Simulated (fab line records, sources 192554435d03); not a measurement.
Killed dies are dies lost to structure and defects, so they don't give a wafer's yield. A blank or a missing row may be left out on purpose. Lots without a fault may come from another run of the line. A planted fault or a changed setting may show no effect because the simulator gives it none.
fab line records | flow n5_finfet
record lots=6 wafers=16 last_day=17
route steps=1938 shown BEOL_M12@1637
lots that met no fault: from a run of the same line without faults
start_h: hours from the record's first day to the start of the lot's first wafer shown | wait_h: hours since the lot's step before | " the same as in the row above | L1.1+2: a row that stands for several wafers | - no value, or no start given | * or withheld: withheld | < > ~ a bound
route shown NAME@n: a module of which the file shows steps, and the number in the route of the first | usual: mean/standard deviation of fault-free wafers | same: alike in all rows | chamber/n: place in a boat | sites: the reading at each site | _std_site: their standard deviation | _edge_site: outer sites' mean less inner sites' | radius_mm: how far each site lies from the wafer's centre | mask NAME#n: copy n | behind: the tool/chamber that last shaped the wafer | hold: why the lot was held/for how many hours/how that ended | device: the transistor (n, p or np) that didn't switch | end of line: the same wafers' tests at the end of the route | a step without rows: its recipe alone | killed: dies lost to structure and defects at the first sort, not the wafer's yield | map: a wafer's dies, x killed, . not, _ none there
set.NAME: the setting as run; set.NAME@STEP: as run at that earlier step | model.NAME: the simulator's own value behind a step, which no gauge read
lots at some steps of the route; a table a step, a row a wafer
services: from which hour (start_h, from the record's first day; less than 0 if before it) a tool's chamber was out of use, for how many hours, and why
## steps
# step N5_BEOL_M12_ETCH_68
# recipe chemistry=N2/H2 target=SOC mask_material=SiARC source_w=3000 bias_w=350 temp_c=40 time_s=285 ion_energy_ev=200 pressure_mtorr=30 n2_flow_sccm=200 h2_flow_sccm=200
# step N5_BEOL_M12_STRIP_69
# recipe chemistry=N2/H2 temp_c=40 n2_flow_sccm=200 h2_flow_sccm=200 rf_frequency_hz=6e+07
# step N5_BEOL_M12_TRENCH_ETCH_34
# recipe chemistry=C4F8/O2/Ar target=SiOC target_depth_a=3189.5 mask_material=SOC pressure_mtorr=30 source_w=3000 bias_w=700 Ar_flow_sccm=400 C4F8_flow_sccm=15 O2_flow_sccm=8 he_inner_torr=15 he_outer_torr=30 time_s=125.5 ion_energy_ev=250
# usual drypump_motor_current_A=5.7/0.52 mfc_ar_sccm=400.1/1.3 oes_product_au=0.81/0.063 rf_vpp_V=666/3.4 showerhead_plenum_p_Torr=3.42/0.13 throttle_valve_pct=24.14/0.14
# columns lot.wafer tool chamber start_h wait_h drypump_motor_current_A mfc_ar_sccm oes_product_au rf_hours_counter_h rf_vpp_V showerhead_plenum_p_Torr throttle_valve_pct
L197.1 rie_diel-02 2 215.86 0.0 5.8 401.3 0.80 94 670 3.57 24.03
L197.2 " 3 " " 4.8 401.3 0.81 87 663 3.30 24.23
L197.3 " 0 " " 5.8 398.3 0.84 56 666 3.48 23.96
L198.1 rie_diel-02 0 234.42 0.0 5.8 399.9 0.82 64 666 3.48 23.99
L198.5 " 3 " " 4.7 398.2 0.81 - 662 3.29 24.23
L198.6 " 0 " " 5.8 399.8 0.83 - 666 3.48 23.97
L199.2 rie_diel-02 1 240.85 0.0 5.6 399.4 0.80 85 667 3.43 23.84
L199.6 " 3 " " 4.7 400.3 0.81 - 663 3.29 24.25
L205.2 rie_diel-02 0 279.31 0.0 5.8 399.6 0.81 82 666 3.47 24.00
L205.3 " 1 " " 5.6 398.1 0.79 91 667 3.42 23.85
L211.1 rie_diel-06 1 319.62 0.0 6.7 398.7 0.75 157 663 3.26 24.24
L211.2 " 3 " " 5.1 402.1 0.80 97 670 3.56 24.14
L211.4 " 0 " " 5.3 401.1 0.82 66 670 3.59 24.19
L219.3 rie_diel-06 1 375.22 0.0 6.7 400.5 0.74 176 661 3.25 24.26
L219.4 " 3 " " 5.2 400.3 0.78 116 669 3.55 24.17
L219.5 " 1 " " 6.7 400.7 0.74 - 662 3.25 24.28
# step N5_BEOL_M12_STRIP_70
# recipe chemistry=C4F8/O2/Ar resist=SiARC rf_frequency_hz=6e+07
# step N5_BEOL_M12_OCD_MEAS_35
# usual trench_depth_nm=317/3.9
# columns lot.wafer tool chamber start_h wait_h trench_depth_nm
L197.1 ocd-02 - 216.01 0.0 317
L197.2 " - " " 320
L197.3 " - " " 319
L198.1 ocd-01 - 234.58 0.0 316
L198.5 " - " " 318
L198.6 " - " " 315
L199.2 ocd-02 - 241.01 0.0 318
L199.6 " - " " 322
L205.2 ocd-02 - 279.47 0.0 320
L205.3 " - " " 317
L211.1 ocd-02 - 319.77 0.0 316
L211.2 " - " " 316
L211.4 " - " " 318
L219.3 ocd-02 - 375.37 0.0 313
L219.4 " - " " 314
L219.5 " - " " 315
# step N5_BEOL_M12_STRIP_37
# recipe chemistry=N2/H2 power_w=1000 temp_c=250 h2_frac=0.65 overash_fraction=0.3 pressure_mtorr=withheld n2_flow_sccm=1750 h2_flow_sccm=3250
# usual drypump_motor_current_A=5.5/0.49 heater_power_w=308/10 oes_product_au=0.790/0.0099
# columns lot.wafer tool chamber start_h wait_h drypump_motor_current_A heater_power_w oes_product_au rf_hours_counter_h
L197.1 plasma_asher-02 0 216.05 0.0 6.4 305 0.784 117
L197.2 " 1 " " 5.4 296 0.777 117
L197.3 " 1 " " 5.4 292 0.803 -
L198.1 plasma_asher-01 1 234.61 0.0 5.5 310 0.821 69
L198.5 " 0 " " 5.0 330 0.798 -
L198.6 " 1 " " 5.6 313 0.796 -
L199.2 plasma_asher-01 0 241.04 0.0 5.0 319 0.778 70
L199.6 " 0 " " 4.9 319 0.808 -
L205.2 plasma_asher-02 1 279.51 0.0 5.4 298 0.783 130
L205.3 " 1 " " 5.5 295 0.781 -
L211.1 plasma_asher-01 0 319.81 0.0 4.9 317 0.775 82
L211.2 " 1 " " 5.6 311 0.804 82
L211.4 " 0 " " 5.0 324 0.791 -
L219.3 plasma_asher-01 1 375.43 0.1 5.6 300 0.786 -
L219.4 " 0 " " 4.9 318 0.792 -
L219.5 " 1 " " 5.5 310 0.784 -
# step N5_BEOL_M12_ETCH_38
# recipe chemistry=CF4/N2 target=SiCN target_depth_a=687 taper_deg=2 time_s=73.4 ion_energy_ev=150 mask_material=SiO2 pressure_mtorr=40 source_w=430 bias_w=70 Ar_flow_sccm=100 cf4_flow_sccm=60 n2_flow_sccm=60
# usual drypump_motor_current_A=5.6/0.51 mfc_ar_sccm=100.0/0.32 oes_product_au=0.80/0.053 rf_vpp_V=382.7/2.1 showerhead_plenum_p_Torr=2.22/0.079 throttle_valve_pct=15.41/0.14
# columns lot.wafer tool chamber start_h wait_h drypump_motor_current_A mfc_ar_sccm oes_product_au rf_hours_counter_h rf_vpp_V showerhead_plenum_p_Torr throttle_valve_pct
L197.1 rie_diel-02 0 216.63 - 5.8 100.1 0.84 56 382.4 2.25 15.16
L197.2 " 1 " " 5.6 99.9 0.83 76 384.0 2.23 15.21
L197.3 " 3 " " 4.8 99.8 0.81 88 380.1 2.13 15.52
L198.1 rie_diel-06 3 236.23 - 5.1 100.3 0.84 70 385.1 2.31 15.34
L198.5 " 0 " " 5.3 100.3 0.86 - 385.8 2.33 15.35
L198.6 " 3 " " 5.1 99.8 0.84 - 383.5 2.31 15.34
L199.2 rie_diel-01 1 241.40 - 5.3 99.4 0.67 240 381.6 2.18 15.70
L199.6 " 3 " " 5.7 100.0 0.81 - 382.3 2.14 15.43
L205.2 rie_diel-02 1 280.09 - 5.6 99.9 0.81 91 384.1 2.23 15.25
L205.3 " 3 " " 4.7 100.3 0.78 113 379.7 2.12 15.60
L211.1 rie_diel-06 1 320.66 - 6.7 99.7 0.74 158 381.2 2.11 15.58
L211.2 " 2 " " 5.4 100.5 0.82 83 386.9 2.32 15.51
L211.4 " 3 " " 5.1 100.2 0.81 98 384.8 2.30 15.38
L219.3 rie_diel-01 1 378.74 - 5.3 99.7 0.92 28 382.0 2.17 15.27
L219.4 " 0 " " 6.1 99.7 0.89 37 386.2 2.35 15.35
L219.5 " 0 " " 6.1 99.4 0.89 - 385.0 2.35 15.35
# step N5_BEOL_M12_PRECLEAN_39
# recipe chemistry=residue_remover time_s=60 temp_c=40
# step N5_BEOL_M12_SRD_40
# recipe time_s=30 temp_c=23 rinse_liquid=diw dry=n2_spin spin_rpm=1500 dry_time_s=30
# step N5_BEOL_M12_DEGAS_41
# recipe ambient=vacuum temp_c=250 time_s=60
# step N5_BEOL_M12_PRE_CLEAN_42
# recipe gas=H2/He time_s=30 temp_c=250
# usual heater_power_w=325/31
# columns lot.wafer tool chamber start_h wait_h heater_power_w
L197.1 pvd_sputter-03 - 217.39 0.0 296
L197.2 " - " " 340
L197.3 " - " " 252
L198.1 pvd_sputter-03 - 236.68 0.0 324
L198.5 " - " " 353
L198.6 " - " " 298
L199.2 pvd_sputter-03 - 241.88 0.0 296
L199.6 " - " " 302
L205.2 pvd_sputter-03 - 280.33 0.0 354
L205.3 " - " " 256
L211.1 pvd_sputter-01 - 321.12 0.0 353
L211.2 " - " " 339
L211.4 " - " " 350
L219.3 pvd_sputter-02 - 379.22 0.0 355
L219.4 " - " " 323
L219.5 " - " " 362
# step N5_BEOL_M12_SPUTTER_43
# recipe material=TaN target_thk_a=150 temp_c=50 bias_v=168.6 power_w=15000 chamber_pressure_pa=0.12 time_s=24.19
# step N5_BEOL_M12_SPUTTER_44
# recipe material=Ta target_thk_a=100 temp_c=50 bias_v=80 power_w=15000 chamber_pressure_pa=0.07 time_s=16.13
# usual throttle_valve_pct=29.5/1.2
# columns lot.wafer tool chamber start_h wait_h throttle_valve_pct model.Ta_of_BEOL_M12_SPUTTER_44.thk_nm
L197.1 pvd_sputter-03 - 217.51 0.0 31.3 9.8
L197.2 " - " " 31.5 10
L197.3 " - " " 29.4 10
L198.1 pvd_sputter-03 - 236.80 0.0 29.1 10.2
L198.5 " - " " 31.8 10
L198.6 " - " " 31.3 10
L199.2 pvd_sputter-03 - 242.00 0.0 31.0 5.4
L199.6 " - " " 30.8 9.8
L205.2 pvd_sputter-03 - 280.45 0.0 32.1 5.2
L205.3 " - " " 29.4 10
L211.1 pvd_sputter-01 - 321.25 0.0 30.1 9.8
L211.2 " - " " 27.9 9.8
L211.4 " - " " 27.5 9.8
L219.3 pvd_sputter-02 - 379.34 0.0 29.0 10
L219.4 " - " " 29.7 10
L219.5 " - " " 28.8 10
# step N5_BEOL_M12_SPUTTER_45
# recipe material=Cu target_thk_a=800 temp_c=-20 bias_v=60 power_w=26000 chamber_pressure_pa=0.13 time_s=13.33
# usual throttle_valve_pct=29.5/1.1
# columns lot.wafer tool chamber start_h wait_h throttle_valve_pct
L197.1 pvd_sputter-03 - 217.59 0.0 30.9
L197.2 " - " " 31.9
L197.3 " - " " 29.4
L198.1 pvd_sputter-03 - 236.88 0.0 29.1
L198.5 " - " " 31.6
L198.6 " - " " 31.0
L199.2 pvd_sputter-03 - 242.08 0.0 30.8
L199.6 " - " " 31.2
L205.2 pvd_sputter-03 - 280.53 0.0 31.7
L205.3 " - " " 29.4
L211.1 pvd_sputter-01 - 321.33 0.0 30.4
L211.2 " - " " 27.9
L211.4 " - " " 27.6
L219.3 pvd_sputter-02 - 379.42 0.0 29.0
L219.4 " - " " 30.1
L219.5 " - " " 28.9
# step N5_BEOL_M12_ECD_47
# recipe material=Cu target_thk_a=7200
# step N5_BEOL_M12_ANNEAL_48
# recipe temp_c=225 time_s=90 ambient=N2
# step N5_BEOL_M12_CMP_49
# recipe stop_on=SiOC t_overpolish_s=20.6 down_force_psi=1 platen_rpm=50 clearing_platen_down_force_psi=1.5 clearing_platen_rpm=50 post_cmp_clean=cu_alkaline target_thk_nm=320 clearing_platen_pad_velocity_m_s=0.99484 pad_velocity_m_s=0.99484
# usual barrier_field_endpoint_s=30.6/0.72 motor_current_A=5.8/0.45
# columns lot.wafer tool chamber start_h wait_h barrier_field_endpoint_s motor_current_A
L197.1 cmp-03 1 218.15 0.3 31.1 5.3
L197.3 " 2 " " 31.2 6.2
L197.2 " 0 " " 30.6 6.1
L198.1 cmp-04 0 237.55 0.4 29.9 5.7
L198.6 " 1 " " 30.4 6.1
L198.5 " 2 " " 30.4 5.9
L199.2 cmp-02 2 242.64 0.2 24.5 7.1
L199.6 " 3 " " 31.2 5.3
L205.3 cmp-03 0 281.24 0.2 30.7 5.9
L205.2 " 3 " " 25.4 5.6
L211.1 cmp-03 0 322.09 0.3 30.4 6.2
L211.2 " 1 " " 31.3 5.4
L211.4 " 2 " " 31.1 6.4
L219.3 cmp-04 0 380.02 0.2 29.7 5.6
L219.4 " 2 " " 30.4 5.8
L219.5 " 3 " " 31.7 5.5
# step N5_BEOL_M12_THK_MEAS_50
# recipe thk_meas_gauge=xrf reads=Cu_of_BEOL_M12_ECD_47
# usual M12_THK=307/4.4
# columns lot.wafer tool chamber start_h wait_h M12_THK[nm]
L197.1 film_metro-01 - 218.44 - 304
L197.2 " - " " 306
L197.3 " - " " 305
L198.1 film_metro-01 - 237.73 - 302
L198.5 " - " " 305
L198.6 " - " " 304
L199.2 film_metro-01 - 242.93 - 312
L199.6 " - " " 312
L205.2 film_metro-01 - 281.53 - 313
L205.3 " - " " 306
L211.1 film_metro-01 - 322.38 - 303
L211.2 " - " " 306
L211.4 " - " " 308
L219.3 film_metro-02 - 380.28 - 300
L219.4 " - " " 302
L219.5 " - " " 303
## services
# columns tool chamber start_h hours kind
cmp-02 - 196.25 2.8 repair
cmp-04 - 203.12 2.8 repair
rie_diel-06 3 219.51 1.4 repair
rie_diel-01 0 239.19 - clean
cmp-04 - 245.69 4.0 pm
cmp-04 - 249.69 - consumable_replace:conditioner
cmp-04 - 249.69 - consumable_replace:pad
cmp-02 - 258.45 4.3 repair
rie_diel-02 1 259.35 18.6 repair
cmp-02 - 267.14 0.2 repair
plasma_asher-01 - 295.45 15.6 pm
cmp-04 - 299.37 0.3 repair
cmp-02 - 300.52 4.0 pm
plasma_asher-02 - 311.06 2.8 pm
cmp-03 - 326.15 2.9 repair
pvd_sputter-03 - 328.74 2.3 repair
rie_diel-02 3 329.31 13.5 repair
cmp-03 - 331.98 1.0 repair
cmp-03 - 336.65 0.8 repair
cmp-04 - 345.28 1.9 repair
rie_diel-06 - 358.14 0.3 repair
pvd_sputter-01 - 359.72 0.6 repair
cmp-03 - 363.30 3.5 repair
rie_diel-01 1 368.16 6.0 repair
## key
first_sign step=N5_BEOL_M12_CMP_49 reading=barrier_field_endpoint_s direction=down sigmas=7.9 usual=30.6 struck=24.9
effect none on later readings
model_effect step=N5_BEOL_M12_SPUTTER_44 value=Ta_of_BEOL_M12_SPUTTER_44.thk_nm without=9.8 struck=5.3
met_at N5_BEOL_M12_SPUTTER_44
struck_wafers L199.2,L205.2
onset_between 236.80 242.00
fault kind=process_parameter_drift tool=pvd_sputter-03 chamber=- onset_h=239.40 steps=N5_BEOL_M12_SPUTTER_44 channel=time_s offset=* shape=step end_h=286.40 scope=struck_wafers_only acts_in=* stated=*
